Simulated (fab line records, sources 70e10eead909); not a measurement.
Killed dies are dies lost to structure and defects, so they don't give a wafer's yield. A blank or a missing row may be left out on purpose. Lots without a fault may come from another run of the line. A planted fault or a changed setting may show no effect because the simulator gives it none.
Chamber matching | flow nand_harc | NHARC_P_M1_CMP_23 on cmp-01: 4 sister chambers
The step polishes, t overpolish 20 s, target thk 157.82 nm. 16 wafers are shown with their chamber, then 8 later ones without.

WAFERS WITH THEIR CHAMBER
wafer  | chamber | motor_current_A (A) | slurry_filter_dp_kPa (kPa) | time_to_endpoint_s (s)
L074.1 | 2       | 11.9                | 13.49                      | 28.4
L074.4 | 3       | 11.5                | 13.19                      | 27.0
L074.6 | 0       | 13.0                | 13.59                      | 26.1
L076.1 | 1       | 12.5                | 13.51                      | 29.1
L076.4 | 2       | 11.5                | 13.70                      | 27.7
L076.6 | 2       | 11.2                | 13.40                      | 29.8
L081.1 | 1       | 12.1                | 13.74                      | 26.5
L081.2 | 3       | 11.2                | 13.40                      | 27.0
L081.6 | 2       | 11.0                | 13.37                      | 26.2
L084.3 | 0       | 11.9                | 13.66                      | 28.8
L084.5 | 2       | 11.4                | 13.33                      | 25.8
L084.6 | 3       | 11.7                | 13.46                      | 28.8
L088.1 | 1       | 12.7                | 13.50                      | 28.3
L088.3 | 3       | 11.2                | 13.39                      | 33.1
L088.4 | 0       | 12.6                | 13.31                      | 31.5
L091.1 | 3       | 11.3                | 13.55                      | 30.6

SIGNATURES (means of the wafers above)
reading              | chamber 0 | chamber 1 | chamber 2 | chamber 3 | scatter within a chamber
motor_current_A      | 12.500    | 12.433    | 11.400    | 11.380    | 0.348
slurry_filter_dp_kPa | 13.5200   | 13.5833   | 13.4580   | 13.3980   | 0.148
time_to_endpoint_s   | 28.800    | 27.967    | 27.580    | 29.300    | 2.16
Rule: a wafer's distance from a chamber is the root of the sum, over the readings, of the square of ((its reading less the chamber's mean) divided by the reading's scatter). The wafer belongs to the nearest chamber; if the next one is less than 2 further off, it can't be placed. The scatter: the root of (the sum of the squares of (reading less its chamber's mean) over the shown wafers, divided by (wafers less chambers)).

WAFERS WITHOUT THEIR CHAMBER
wafer  | motor_current_A (A) | slurry_filter_dp_kPa (kPa) | time_to_endpoint_s (s)
L091.2 | 11.0                | 13.45                      | 32.4
L091.3 | 12.4                | 13.40                      | 31.5
L096.1 | 10.9                | 13.49                      | 29.8
L096.3 | 12.2                | 13.53                      | 27.6
L096.4 | 12.5                | 13.45                      | 29.9
L097.1 | 11.2                | 13.52                      | 26.4
L097.4 | 12.7                | 13.69                      | 26.6
L097.5 | 12.4                | 13.58                      | 29.2

WHICH CHAMBER EACH WENT THROUGH
wafer  | from the rows above               | in truth
L091.2 | can't be placed: 3 or 2           | 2
L091.3 | can't be placed: 0 or 1 or 3 or 2 | 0
L096.1 | can't be placed: 3 or 2           | 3
L096.3 | can't be placed: 1 or 0 or 2 or 3 | 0
L096.4 | can't be placed: 0 or 1           | 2
L097.1 | can't be placed: 2 or 3           | 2
L097.4 | can't be placed: 1 or 0           | 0
L097.5 | can't be placed: 0 or 1           | 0
Placed correctly: 0 of 8. Can't be placed from these rows: 8 (the true chamber is among the candidates in 7). Placed wrongly: 0.
